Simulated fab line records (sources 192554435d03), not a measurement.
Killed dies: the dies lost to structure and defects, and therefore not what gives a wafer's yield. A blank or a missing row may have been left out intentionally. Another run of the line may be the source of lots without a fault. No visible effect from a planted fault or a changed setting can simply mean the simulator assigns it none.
A lot that was struck, set against a sound lot	flow n5Finfet	44 steps out of a route of 1938
Sound: the wafers L930.4, L930.5, L930.6. Struck: wafers L935.2, L935.4. The cause is given at the end.
Order at every step that has rows: each side's tool, ch and its chambers, its first start. Under that, the readings that differ: sound wafers	struck wafers	difference of the means	sigmas: that difference in standard deviations of wafers without a fault.
alike: a reading whose means differ by less than 2 such deviations, as well as words and numbers matching on both sides. not compared: withheld readings; readings where some wafer has no value; bounds like >300 that might hide an equal value; numbers whose values overlap and for which the record gives no deviation.
The two part at a step that has a row with sigmas, a row that says differs or no value, or rows on one side only. Numbers that have no deviation but don't overlap get no sigmas and don't part them. A reading that every wafer of one side lacks parts them only if that side has two wafers or more.

first, 4 steps without rows for these wafers: N5_PMOS_HMC_CHANNEL_EPI_PRECLEAN_37 (cleans in O3/DIW, time 45 s); N5_PMOS_HMC_CHANNEL_EPI_PRECLEAN_24 (cleans in DHF, time 30 s); N5_PMOS_HMC_CHANNEL_EPI_SRD_25 (time 30 s); N5_PMOS_HMC_CHANNEL_EPI_EPI_26 (deposits Si from SiH4/H2, target thk 3.8 nm, time 22.7 s).
N5_PMOS_HMC_CHANNEL_EPI_INSPECT_30: inspects for defects (darkfield).
  sound on defectInspect-02 at day 2 13:51; struck on defectInspect-02 at day 3 20:57
  alike: rawDefectCount
then, 4 steps without rows for these wafers: N5_FIN_SAQP_PRECLEAN_42 (cleans in O3/DIW, time 60 s); N5_FIN_SAQP_PRECLEAN_00 (cleans in SC1, time 60 s); N5_FIN_SAQP_PRECLEAN_44 (cleans in SC2, time 45 s); N5_FIN_SAQP_SRD_01 (time 30 s).
N5_FIN_SAQP_ALD_61: deposits SiO2, target thk 4 nm, pulse time 1 s, purge time 2 s.
  sound on aldSin-03 ch 1,2,3, day 2 14:04; struck on aldSin-03 ch 0, day 3 21:08
  alike: heaterPowerW, precursorPulseHeightRel
then, 1 step without rows for these wafers: N5_FIN_SAQP_DENSIFY_62 (time 60 s).
N5_FIN_SAQP_HM_DEP_03: deposits SiNx from SiH4/NH3/N2, target thk 38 nm, time 33.6 s.
  sound on pecvd-02 ch 0,1,2, day 2 14:26; struck on pecvd-04 ch 0,1, day 3 21:40
reading	sound	struck	difference	sigmas
rfFwdPowerW (W)	298.4 297.1 294.5	- -	no value on the struck wafers	
model.SiNx_of_FIN_SAQP_HM_DEP_03.thkNm (nm)	39.53 38.94 39.17	25.46 25.51	-13.73	
  alike: heaterPowerW, showerheadPlenumPTorr, throttleValvePct
N5_FIN_SAQP_THK_MEAS_05:
  sound on filmMetro-01 at day 2 14:29; struck on filmMetro-01 at day 3 21:46
reading	sound	struck	difference	sigmas
thkNm (nm)	39.5 38.9 39.1	25.4 25.5	-13.7	-26
then, 2 steps without rows for these wafers: N5_FIN_SAQP_PECVD_47 (deposits a-Si from SiH4/He, target thk 45 nm, time 36.3 s); N5_FIN_SAQP_PECVD_48 (deposits SiNx from SiH4/NH3/N2, target thk 25 nm, time 22.1 s).
N5_FIN_SAQP_PECVD_06: deposits a-Si from SiH4/He, target thk 60 nm, time 48.1 s.
  sound on pecvd-02 ch 0,1,2, day 2 14:38; struck on pecvd-01 ch 2, day 3 21:53
  alike: heaterPowerW, rfFwdPowerW, showerheadPlenumPTorr, throttleValvePct
N5_FIN_SAQP_THK_MEAS_07:
  sound on filmMetro-01 at day 2 14:42; struck on filmMetro-01 at day 3 21:58
  alike: thkNm
then, 9 steps without rows for these wafers: N5_FIN_SAQP_HM_DEP_72 (deposits SiO2 from SiH4/N2O, target thk 12 nm, time 7.2 s); N5_FIN_SAQP_COAT_49 (time 60 s, resist thk 100 nm); N5_FIN_SAQP_COAT_50 (time 60 s, resist thk 35 nm); N5_FIN_SAQP_COAT_10 (resist thk 90 nm); N5_FIN_SAQP_EBR_12; N5_FIN_SAQP_SOFTBAKE_11 (time 60 s); N5_FIN_SAQP_EXPOSE_13 (exposes mask FIN CORE, target cd 35.6 nm); N5_FIN_SAQP_PEB_14 (peb time 60 s); N5_FIN_SAQP_DEVELOP_15 (develop time 30 s).
N5_FIN_SAQP_CD_MEAS_16: target cd 35.6 nm.
  sound on cdSem-03 ch 0, day 2 15:13; struck on cdSem-02 ch 0, day 3 22:27
  alike: cdNm
N5_FIN_SAQP_OVL_MEAS_17:
  sound on overlay-01 ch 0, day 2 15:14; struck on overlay-02 ch 0, day 3 22:29
  alike: FIN_CORE_OVL
N5_FIN_SAQP_INSPECT_18: inspects for defects (brightfield).
  sound on defectInspect-02 at day 2 15:16; struck on defectInspect-01 at day 3 22:31
  alike: rawDefectCount
then, 4 steps without rows for these wafers: N5_FIN_SAQP_DESCUM_21 (chemistry O2, time 7.9 s); N5_FIN_SAQP_ETCH_51 (etches SiARC in CF4, target depth 45.5 nm, time 75.8 s); N5_FIN_SAQP_ETCH_52 (etches SOC in N2/H2, target depth 100 nm, overetch 20 nm, time 150 s); N5_FIN_SAQP_STRIP_53 (strips in N2/H2).
N5_FIN_SAQP_HM_OPEN_73: chemistry CHF3/O2, target SiO2, stops on a-Si, target depth 12 nm, time 16.8 s.
  sound on rieDiel-03 ch 0,1, day 2 15:30; struck on rieDiel-03 ch 2,3, day 3 22:45
reading	sound	struck	difference	sigmas
rfVppV (V)	519 505 517	536 530	+19	+2
  alike: drypumpMotorCurrentA, oesProductAu, rfFwdPowerW, showerheadPlenumPTorr, throttleValvePct
  not compared: rfHoursCounterH
then, 2 steps without rows for these wafers: N5_FIN_SAQP_STRIP_74 (strips in CHF3/O2); N5_FIN_SAQP_MANDREL_ETCH_22 (etches a-Si in HBr/Cl2, stops on SiNx, target depth 60 nm, bt time 10 s, time 30 s).
N5_FIN_SAQP_STRIP_55: strips in N2/H2.
  sound on rieDiel-04 ch 0,1, day 2 15:41; struck on rieDiel-04 ch 2,3, day 3 22:56
  alike: drypumpMotorCurrentA, oesProductAu, powerW, rfVppV, showerheadPlenumPTorr, throttleValvePct
  not compared: rfHoursCounterH
then, 3 steps without rows for these wafers: N5_FIN_SAQP_STRIP_23 (strips in SPM, time 750 s); N5_FIN_SAQP_SRD_66 (time 30 s); N5_FIN_SAQP_RECESS_75 (chemistry HF/NH3, target SiO2, target depth 14.4 nm, afs cycles 3, sublimation time 60 s).
N5_FIN_SAQP_SPACER1_ALD_24: deposits SiO2, target thk 20.3 nm, pulse time 1 s, purge time 2 s.
  sound on aldSin-02 ch 0,1,2, day 2 16:44; struck on aldSin-01 ch 1,2, day 4 00:00
  alike: heaterPowerW, precursorPulseHeightRel
N5_FIN_SAQP_HM_OPEN_33: chemistry CH3F/O2, target SiNx, target depth 49.4 nm, time 70.6 s.
  sound on rieDiel-04 ch 0,1,3, day 2 19:23; struck on rieDiel-06 ch 0,1, day 4 02:40
reading	sound	struck	difference	sigmas
etchRfOnTimeS (s)	69.3 69.3 71.9	45.2 46.4	-24.4	-14
model.etch.depthNm (nm)	38.85 38.31 38.51	24.78 24.88	-13.73	
  alike: drypumpMotorCurrentA, oesProductAu, rfFwdPowerW, rfVppV, showerheadPlenumPTorr, throttleValvePct
  not compared: rfHoursCounterH
N5_STI_FIN_REVEAL_RECESS_09: chemistry HF/NH3, target SiO2, afs cycles 11, target depth 42.5 nm, sublimation time 60 s.
  sound on vaporEtch-01 ch 0,1, day 3 04:40; struck on vaporEtch-01 ch 1, day 4 10:34
reading	sound	struck	difference	sigmas
model.SiNx_of_FIN_SAQP_HM_DEP_03.thkNm (nm)	20 19.4 19.2	5.6 5.6	-13.9	
  alike: drypumpMotorCurrentA, forelinePTorr, sublimationTempC
-- here the record skips 6 days between the struck wafers' starts before and after, leaving off in module STI_FIN_REVEAL and picking up in module BEOL_M4 (first step shown: number 1111 of the route) --
N5_BEOL_M4_RC_MEAS_101:
  sound on prober-02 ch 0, day 8 19:16; struck on prober-01 ch 0, day 10 04:07
reading	sound	struck	difference	sigmas
DIBL_P (mV/V)	35.7 33.5 34.8	40.2 37.9	+4.4	+2
IOFF_N (nA/um)	0.135 0.111 0.135	0.226 0.171	+0.072	+2
VT_N (mV)	252 256 253	245 249	-7	-2
  alike: DIBL_N, IOFF_P, ION_N, ION_P, SS_N, SS_P, VT_P

## WHERE THEY PART
Last at N5_BEOL_M4_RC_MEAS_101 as far as this record goes, first at N5_FIN_SAQP_HM_DEP_03.

WHY: the cause the simulator had injected
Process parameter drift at N5_FIN_SAQP_HM_DEP_03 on pecvd-04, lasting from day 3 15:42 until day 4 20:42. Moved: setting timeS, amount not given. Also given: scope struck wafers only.
